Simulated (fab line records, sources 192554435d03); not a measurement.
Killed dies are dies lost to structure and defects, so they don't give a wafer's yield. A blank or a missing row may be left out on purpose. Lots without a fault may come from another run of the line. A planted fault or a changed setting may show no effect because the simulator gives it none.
Chamber matching | flow n5_finfet | N5_BEOL_M6_ETCH_61 on rie_diel-01: 4 sister chambers
The step etches SiARC in CF4, target depth 45.5 nm, time 75.8 s. 4 wafers are shown with their chamber, then 9 later ones without.

WAFERS WITH THEIR CHAMBER
wafer  | chamber | drypump_motor_current_A (A)
L082.6 | 0       | 5.7
L086.1 | 3       | 6.3
L090.5 | 1       | 5.1
L090.6 | 2       | 5.3

WAFERS WITHOUT THEIR CHAMBER
wafer  | drypump_motor_current_A (A)
L092.2 | 6.3
L092.4 | 5.3
L092.5 | 5.1
L094.2 | 5.1
L094.4 | 5.3
L094.5 | 5.8
L097.1 | 6.3
L097.2 | 5.7
L097.5 | 5.1

WHICH CHAMBER EACH WENT THROUGH
wafer  | from the rows above | in truth
L092.2 | 3                   | 3
L092.4 | 2                   | 2
L092.5 | 1                   | 1
L094.2 | 1                   | 1
L094.4 | 2                   | 2
L094.5 | 0                   | 0
L097.1 | 3                   | 3
L097.2 | 0                   | 0
L097.5 | 1                   | 1
Placed correctly: 9 of 9. Can't be placed from these rows: 0. Placed wrongly: 0.
How it was worked out, from the rows above alone: a wafer's distance from a chamber is the root of the sum, over the readings, of the square of ((its reading less the chamber's mean) divided by the reading's scatter). The wafer belongs to the nearest chamber; if the next one is less than 2 further off, it can't be placed. A chamber's mean is the mean of its shown wafers. The scatter: with one shown wafer a chamber, the root of the mean of the squares of how far each hidden wafer lies from its nearest shown one.
